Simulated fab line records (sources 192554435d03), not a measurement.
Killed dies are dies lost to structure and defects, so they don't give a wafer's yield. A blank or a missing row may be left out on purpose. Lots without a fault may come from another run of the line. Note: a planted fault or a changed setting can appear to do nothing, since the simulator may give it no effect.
fab line records -- flow n5_finfet
record: lots: 12, wafers: 36, last_day: 20
route steps=1938 shown BEOL_M4@1098 MIM_TOP_LITHO@1848 MIM_BOT_ETCH@1866 TV_LITHO@1884 PASSIVATION@1936
lots with no fault: from the same line, run without faults
start_h: hours from the record's opening day to when the first of the lot's shown wafers began -- wait_h: hours from the lot's prior step to this one -- " repeats the value in the row above -- L1.1+2: one row covering several wafers at once -- - no value present, or no start provided -- * or withheld: withheld -- < > ~ a bound
route shown NAME@n: a module of which the file shows steps, and the number in the route of the first -- usual: the fault-free wafers' mean and standard deviation -- same: alike in all rows -- chamber/n: place in a boat -- sites: each site's reading -- _std_site: the standard deviation of these -- _edge_site: the outer-site mean with the inner-site mean subtracted -- radius_mm: for every site, how far away it sits from the centre of the wafer -- mask NAME#n: copy n -- behind: the most recent tool/chamber to have shaped the wafer -- hold: reason for holding the lot/hours on hold/outcome of the hold -- device: the n, p or np transistor that did not switch -- end of line: the tests these same wafers got at the end of their route -- a step given without rows: its recipe and nothing more -- killed: dies lost to structure and defects at the first sort, not the wafer's yield -- map: dies across one wafer; x = killed, . = not, _ = none there
set.NAME: the run value of the setting; set.NAME@STEP: its run value at that earlier step -- model.NAME: the simulator's own value behind a step, which no gauge read
one table for each step of the route and one row for each wafer, over a sample of lots
services: from which hour (start_h, from the record's first day; less than 0 if before it) a tool's chamber was out of use, for how many hours, and why
== steps ==
step: N5_BEOL_M4_SPUTTER_94
recipe: material: Cu, target_thk_a: 45, temp_c: -20, chamber_pressure_pa: 0.07, power_w: withheld, time_s: 8.29
usual: chamber_pressure_pa: 0.07003/0.00014, throttle_valve_pct: 29.9/1.1
same: time_s: 8.29
lot.wafer,tool,chamber,start_h,wait_h,chamber_pressure_pa,throttle_valve_pct
L272.2,pvd_sputter-01,-,242.68,0.1,0.06999,30.5
L272.4,pvd_sputter-01,-,242.68,0.1,0.06997,30.7
L272.6,pvd_sputter-01,-,242.68,0.1,0.0704,28.7
L275.1,pvd_sputter-03,-,257.18,0.1,0.06998,29.5
L275.3,pvd_sputter-03,-,257.18,0.1,0.07015,31.1
L275.4,pvd_sputter-03,-,257.18,0.1,0.06986,28.9
L278.1,pvd_sputter-03,-,267.54,0.1,0.07026,28.9
L278.3,pvd_sputter-03,-,267.54,0.1,0.07028,30.4
L278.4,pvd_sputter-03,-,267.54,0.1,0.07008,31.2
L279.3,pvd_sputter-03,-,273.78,0.1,0.06996,31.1
L279.5,pvd_sputter-03,-,273.78,0.1,0.07,29.5
L279.6,pvd_sputter-03,-,273.78,0.1,0.07011,30.6
L280.1,pvd_sputter-01,-,274.65,0.1,0.06985,29.0
L280.5,pvd_sputter-01,-,274.65,0.1,0.06997,30.4
L280.6,pvd_sputter-01,-,274.65,0.1,0.07002,28.9
L289.2,pvd_sputter-02,-,294.55,0.1,0.06998,30.1
L289.3,pvd_sputter-02,-,294.55,0.1,0.07017,30.3
L289.4,pvd_sputter-02,-,294.55,0.1,0.07003,27.2
L286.2,pvd_sputter-02,-,310.44,0.1,0.0698,30.0
L286.4,pvd_sputter-02,-,310.44,0.1,0.06987,30.0
L286.5,pvd_sputter-02,-,310.44,0.1,0.07013,30.6
L287.2,pvd_sputter-02,-,317.96,0.1,0.07007,30.0
L287.4,pvd_sputter-02,-,317.96,0.1,0.07003,27.3
L287.5,pvd_sputter-02,-,317.96,0.1,0.06967,30.7
L276.1,pvd_sputter-02,-,345.97,0.1,0.06991,30.3
L276.2,pvd_sputter-02,-,345.97,0.1,0.07011,30.1
L276.6,pvd_sputter-02,-,345.97,0.1,0.06999,30.0
L293.1,pvd_sputter-01,-,357.10,0.1,0.07002,28.7
L293.3,pvd_sputter-01,-,357.10,0.1,0.07001,30.7
L293.6,pvd_sputter-01,-,357.10,0.1,0.07018,30.7
L292.1,pvd_sputter-01,-,362.74,0.1,0.06995,29.7
L292.4,pvd_sputter-01,-,362.74,0.1,0.0699,28.6
L292.6,pvd_sputter-01,-,362.74,0.1,0.06997,29.7
L291.1,pvd_sputter-02,-,368.11,0.1,0.07004,27.3
L291.2,pvd_sputter-02,-,368.11,0.1,0.06998,30.4
L291.6,pvd_sputter-02,-,368.11,0.1,0.07006,30.1
step: N5_MIM_TOP_LITHO_OVL_MEAS_11
recipe: points_per_wafer: 44
usual: MIM_TOP_OVL: 0/5.3
same: points_per_wafer: 44
lot.wafer,tool,chamber,start_h,wait_h,MIM_TOP_OVL[nm]
L272.2,overlay-02,0,330.38,0.0,-4
L272.4,overlay-02,0,330.38,0.0,-6
L272.6,overlay-02,0,330.38,0.0,3
L275.1,overlay-02,0,351.91,0.0,1
L275.3,overlay-02,0,351.91,0.0,4
L275.4,overlay-02,0,351.91,0.0,-6
L278.1,overlay-02,0,364.82,0.0,4
L278.3,overlay-02,0,364.82,0.0,8
L278.4,overlay-02,0,364.82,0.0,10
L280.1,overlay-02,0,369.84,0.0,7
L280.5,overlay-02,0,369.84,0.0,9
L280.6,overlay-02,0,369.84,0.0,10
L279.3,overlay-02,0,376.57,0.0,3
L279.5,overlay-02,0,376.57,0.0,-4
L279.6,overlay-02,0,376.57,0.0,-1
L289.2,overlay-01,0,397.24,0.0,-6
L289.3,overlay-01,0,397.24,0.0,-6
L289.4,overlay-01,0,397.24,0.0,-5
L286.2,overlay-01,0,410.22,0.0,-4
L286.4,overlay-01,0,410.22,0.0,-5
L286.5,overlay-01,0,410.22,0.0,-4
L287.2,overlay-02,0,412.24,0.0,-6
L287.4,overlay-02,0,412.24,0.0,-1
L287.5,overlay-02,0,412.24,0.0,-5
L293.1,overlay-01,0,451.99,0.0,-2
L293.3,overlay-01,0,451.99,0.0,-7
L293.6,overlay-01,0,451.99,0.0,-10
L276.1,overlay-02,0,452.03,0.0,0
L276.2,overlay-02,0,452.03,0.0,4
L276.6,overlay-02,0,452.03,0.0,9
L291.1,overlay-02,0,467.26,0.0,-1
L291.2,overlay-02,0,467.26,0.0,8
L291.6,overlay-02,0,467.26,0.0,1
L292.1,overlay-02,0,471.42,0.0,-2
L292.4,overlay-02,0,471.42,0.0,1
L292.6,overlay-02,0,471.42,0.0,0
step: N5_MIM_BOT_ETCH_ETCH_04
recipe: chemistry: CF4/O2, target: SiNx, target_depth_a: 260, time_s: 13, ion_energy_ev: 100, pressure_mtorr: 40, source_w: 535, bias_w: 49, Ar_flow_sccm: 100, cf4_flow_sccm: 100, O2_flow_sccm: 10
usual: drypump_motor_current_A: 5.8/0.44, oes_product_au: 0.82/0.1, rf_vpp_V: 241.5/2, showerhead_plenum_p_Torr: 2.20/0.04, throttle_valve_pct: 15.90/0.23
same: time_s: 13
lot.wafer,tool,chamber,start_h,wait_h,drypump_motor_current_A,oes_product_au,rf_hours_counter_h,rf_vpp_V,showerhead_plenum_p_Torr,throttle_valve_pct
L272.2,rie_diel-04,0,331.38,0.0,6.0,0.90,23,240.7,2.16,15.59
L272.4,rie_diel-04,3,331.38,0.0,5.3,0.92,16,236.3,2.26,15.83
L272.6,rie_diel-04,2,331.38,0.0,6.3,0.70,-,243.1,2.17,16.11
L275.1,rie_diel-05,1,352.80,0.0,6.3,0.79,101,243.7,2.14,15.82
L275.3,rie_diel-05,0,352.80,0.0,6.1,0.71,194,238.1,2.19,16.15
L275.4,rie_diel-05,1,352.80,0.0,6.3,0.79,-,242.7,2.14,15.83
L278.1,rie_diel-02,1,365.80,0.0,5.7,0.70,248,243.7,2.18,16.26
L278.3,rie_diel-02,0,365.80,0.0,6.2,0.77,133,243.0,2.21,16.00
L278.4,rie_diel-02,3,365.80,0.0,5.8,0.89,-,242.5,2.24,15.79
L280.1,rie_diel-04,0,370.72,0.0,6.0,0.86,39,242.3,2.16,15.61
L280.5,rie_diel-04,3,370.72,0.0,5.3,0.89,-,236.8,2.25,15.87
L280.6,rie_diel-04,0,370.72,0.0,6.0,0.87,-,240.5,2.16,15.61
L279.3,rie_diel-02,1,377.79,0.0,5.6,0.69,254,243.4,2.18,16.27
L279.5,rie_diel-02,3,377.79,0.0,5.8,0.87,-,241.8,2.24,15.80
L279.6,rie_diel-02,0,377.79,0.0,6.2,0.76,-,242.9,2.21,16.01
L289.2,rie_diel-05,1,398.26,0.0,6.3,0.77,118,242.5,2.13,15.86
L289.3,rie_diel-05,2,398.26,0.0,5.7,0.94,15,239.2,2.17,15.51
L289.4,rie_diel-05,0,398.26,0.0,6.1,0.68,212,240.0,2.19,16.17
L286.2,rie_diel-02,0,411.17,0.0,6.2,0.75,153,243.0,2.20,16.03
L286.4,rie_diel-02,0,411.17,0.0,6.2,0.74,-,242.1,2.20,16.03
L286.5,rie_diel-02,3,411.17,0.0,5.8,0.86,-,240.5,2.23,15.84
L287.2,rie_diel-04,3,413.12,0.0,5.4,0.87,45,236.2,2.25,15.89
L287.4,rie_diel-04,0,413.12,0.0,6.0,0.84,55,240.5,2.15,15.66
L287.5,rie_diel-04,0,413.12,0.0,6.0,0.84,-,240.6,2.15,15.64
L293.1,rie_diel-02,0,453.22,0.0,6.2,0.73,169,241.4,2.19,16.08
L293.3,rie_diel-02,2,453.22,0.0,4.9,0.98,1,243.5,2.17,15.93
L293.6,rie_diel-02,2,453.22,0.0,4.9,0.99,-,242.7,2.17,15.93
L276.1,rie_diel-02,3,453.38,0.0,5.8,0.83,71,240.5,2.23,15.86
L276.2,rie_diel-02,1,453.38,0.0,5.7,0.93,13,243.6,2.17,15.80
L276.6,rie_diel-02,1,453.38,0.0,5.7,0.94,-,243.7,2.17,15.79
L291.1,rie_diel-05,1,468.60,0.0,6.3,0.73,149,242.3,2.12,15.93
L291.2,rie_diel-05,2,468.60,0.0,5.7,0.88,45,238.9,2.16,15.56
L291.6,rie_diel-05,3,468.60,0.0,5.5,0.92,-,240.3,2.25,15.70
L292.1,rie_diel-02,3,472.54,0.0,5.8,0.83,73,240.8,2.23,15.86
L292.4,rie_diel-02,2,472.54,0.0,4.9,0.98,3,245.3,2.17,15.93
L292.6,rie_diel-02,1,472.54,0.0,5.7,0.93,-,243.4,2.17,15.80
step: N5_PASSIVATION_OVL_MEAS_60
recipe: points_per_wafer: 44
usual: TV_OVL: 1/4.6
same: points_per_wafer: 44
lot.wafer,tool,chamber,start_h,wait_h,TV_OVL[nm]
L272.2,overlay-02,0,334.95,0.0,3
L272.4,overlay-02,0,334.95,0.0,5
L272.6,overlay-02,0,334.95,0.0,-1
L275.1,overlay-01,0,356.67,0.0,3
L275.3,overlay-01,0,356.67,0.0,1
L275.4,overlay-01,0,356.67,0.0,2
L278.1,overlay-01,0,369.81,0.0,11
L278.3,overlay-01,0,369.81,0.0,5
L278.4,overlay-01,0,369.81,0.0,7
L280.1,overlay-01,0,372.95,0.0,3
L280.5,overlay-01,0,372.95,0.0,2
L280.6,overlay-01,0,372.95,0.0,5
L279.3,overlay-02,0,380.03,0.0,-2
L279.5,overlay-02,0,380.03,0.0,-2
L279.6,overlay-02,0,380.03,0.0,0
L289.2,overlay-01,0,400.35,0.0,-2
L289.3,overlay-01,0,400.35,0.0,-2
L289.4,overlay-01,0,400.35,0.0,6
L286.2,overlay-01,0,418.11,0.0,-3
L286.4,overlay-01,0,418.11,0.0,-2
L286.5,overlay-01,0,418.11,0.0,8
L287.2,overlay-01,0,418.27,0.0,7
L287.4,overlay-01,0,418.27,0.0,2
L287.5,overlay-01,0,418.27,0.0,15
L293.1,overlay-01,0,454.82,0.0,1
L293.3,overlay-01,0,454.82,0.0,3
L293.6,overlay-01,0,454.82,0.0,-1
L276.1,overlay-02,0,458.20,0.0,4
L276.2,overlay-02,0,458.20,0.0,0
L276.6,overlay-02,0,458.20,0.0,1
L291.1,overlay-01,0,470.43,0.0,2
L291.2,overlay-01,0,470.43,0.0,-11
L291.6,overlay-01,0,470.43,0.0,-7
L292.1,overlay-01,0,475.60,0.0,0
L292.4,overlay-01,0,475.60,0.0,3
L292.6,overlay-01,0,475.60,0.0,4
step: N5_PASSIVATION_PROBE_49
usual: killed_at_M0_to_M3: 37/12, killed_at_M4_up: 15/5.6, killed_at_contacts: 13/6.9, killed_at_front_end: 40/11, killed_at_other: 4/3.2, killed_dies: 109/20, killed_open: 73/15, killed_short: 35/8.3
same: gross_dies: 1180, killed_at_back_side: 0
lot.wafer,tool,chamber,start_h,wait_h,killed_at_M0_to_M3,killed_at_M4_up,killed_at_contacts,killed_at_front_end,killed_at_other,killed_dies,killed_open,killed_short
L279.3,prober-01,-,387.63,0.1,18,125,7,59,2,211,72,23
L279.5,prober-01,-,387.73,0.2,37,58,13,47,4,159,68,41
L279.6,prober-01,-,387.78,0.3,24,125,8,50,4,211,57,36
L291.1,prober-02,-,478.44,0.0,34,16,16,46,5,117,73,41
L291.2,prober-02,-,478.49,0.1,33,20,20,44,4,121,88,32
L291.6,prober-02,-,478.69,0.3,23,18,10,44,8,103,70,32
killed by level:class
L279.3 BEOL_M4:unspecified=114 FIN_SAQP:geometric_particle:open=22 FIN_SAQP:geometric_particle:short=10 STI_FIN_REVEAL:geometric_particle:open=9 MOL_CONTACT_COAG:geometric_particle:open=7 BEOL_M4:geometric_particle:open=6 BEOL_M2:geometric_particle:open=5 GATE_CUT:geometric_particle:short=5
L279.5 BEOL_M4:unspecified=50 STI_FIN_REVEAL:geometric_particle:open=12 MOL_CONTACT_COAG:geometric_particle:open=10 BEOL_M3:geometric_particle:open=9 GATE_CUT:geometric_particle:short=6 BEOL_M0_SAQP:geometric_particle:short=6 FIN_SAQP:geometric_particle:short=5 STI_FIN_REVEAL:geometric_particle:short=5
L279.6 BEOL_M4:unspecified=116 FIN_SAQP:geometric_particle:open=9 FIN_SAQP:geometric_particle:short=7 STI_FIN_REVEAL:geometric_particle:open=7 MOL_CONTACT_COAG:geometric_particle:open=6 GATE_CUT:geometric_particle:short=5 BEOL_M4:geometric_particle:open=5 BEOL_M2:geometric_particle:open=5
L291.1 MOL_CONTACT_COAG:geometric_particle:open=11 FIN_SAQP:geometric_particle:short=10 STI_FIN_REVEAL:geometric_particle:open=8 FIN_SAQP:geometric_particle:open=7 BEOL_M3:geometric_particle:open=7 BEOL_M0_SAQP:geometric_particle:open=6 BEOL_M0_SAQP:geometric_particle:short=6 STARTING-WAFER:geometric_particle:open=6
L291.2 STI_FIN_REVEAL:geometric_particle:open=17 MOL_CONTACT_COAG:geometric_particle:open=15 BEOL_M2:geometric_particle:open=9 BEOL_M3:geometric_particle:open=7 BEOL_M4:geometric_particle:open=7 FIN_SAQP:geometric_particle:short=5 ILD0:geometric_particle:open=5 MOL_CONTACT_COAG:geometric_particle:short=5
L291.6 BEOL_M4:geometric_particle:open=11 STI_FIN_REVEAL:geometric_particle:open=10 MOL_CONTACT_COAG:geometric_particle:open=9 BEOL_M1:geometric_particle:open=8 FIN_SAQP:geometric_particle:open=6 STI_FIN_REVEAL:geometric_particle:short=6 FIN_SAQP:geometric_particle:short=5 MIM_TOP_ETCH:geometric_particle:open=5
== services ==
tool,chamber,start_h,hours,kind
rie_diel-04,3,230.56,7.6,repair
rie_diel-02,3,237.75,-,clean
rie_diel-02,3,237.75,-,consumable_replace:esc
rie_diel-02,3,237.75,-,consumable_replace:focus_ring
rie_diel-02,3,237.75,29.9,scheduled_down
rie_diel-02,3,237.75,29.9,vent_cycle
rie_diel-04,2,263.68,2.8,repair
rie_diel-04,-,278.67,4.3,pm
rie_diel-05,1,302.74,4.3,repair
rie_diel-02,2,303.28,3.9,repair
rie_diel-02,2,364.20,19.8,repair
rie_diel-02,1,387.70,4.1,repair
rie_diel-02,1,391.96,-,clean
rie_diel-02,1,391.96,-,consumable_replace:focus_ring
rie_diel-02,1,391.96,27.9,scheduled_down
rie_diel-04,3,393.95,5.8,repair
rie_diel-04,0,402.36,3.0,repair
pvd_sputter-03,-,415.65,1.7,repair
rie_diel-02,-,419.96,0.5,repair
rie_diel-02,-,438.94,0.8,repair
rie_diel-02,1,453.70,15.3,repair
rie_diel-02,-,455.48,15.6,pm
pvd_sputter-02,-,455.79,2.5,repair
rie_diel-04,2,460.06,16.1,repair
== key ==
first_sign: step: N5_PASSIVATION_PROBE_49, reading: killed_at_M4_up, direction: up, sigmas: 16, usual: 15, struck: 103
effect: step: N5_PASSIVATION_PROBE_49, reading: killed_dies, direction: up, sigmas: 4.3, usual: 109, struck: 194
more_kills_born_at: N5_BEOL_M4_SPUTTER_94@pvd_sputter-03: 280
met_at N5_BEOL_M4_SPUTTER_94
struck_lots L279
tester_left_out L279
not_acting_at N5_MIM_TOP_LITHO_OVL_MEAS_11,N5_MIM_BOT_ETCH_ETCH_04,N5_PASSIVATION_OVL_MEAS_60
onset_between 267.54 273.78
earlier_fault: kind: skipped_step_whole, tool: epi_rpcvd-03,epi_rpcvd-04, chamber: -, onset_h: 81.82, steps: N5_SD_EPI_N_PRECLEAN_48, scope: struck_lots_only
fault: kind: chamber_particle_source, tool: pvd_sputter-03, chamber: -, onset_h: 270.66, steps: N5_BEOL_M4_SPUTTER_94, rate_per_visit_cm2: 0.73249
tester_left_out: of these lots the tester's yield and bins aren't shown, on N5 and GAA mostly nor the transistor test; their killed dies are dies lost to structure and defects alone, not to doping, threshold or leakage, so they don't give the yield
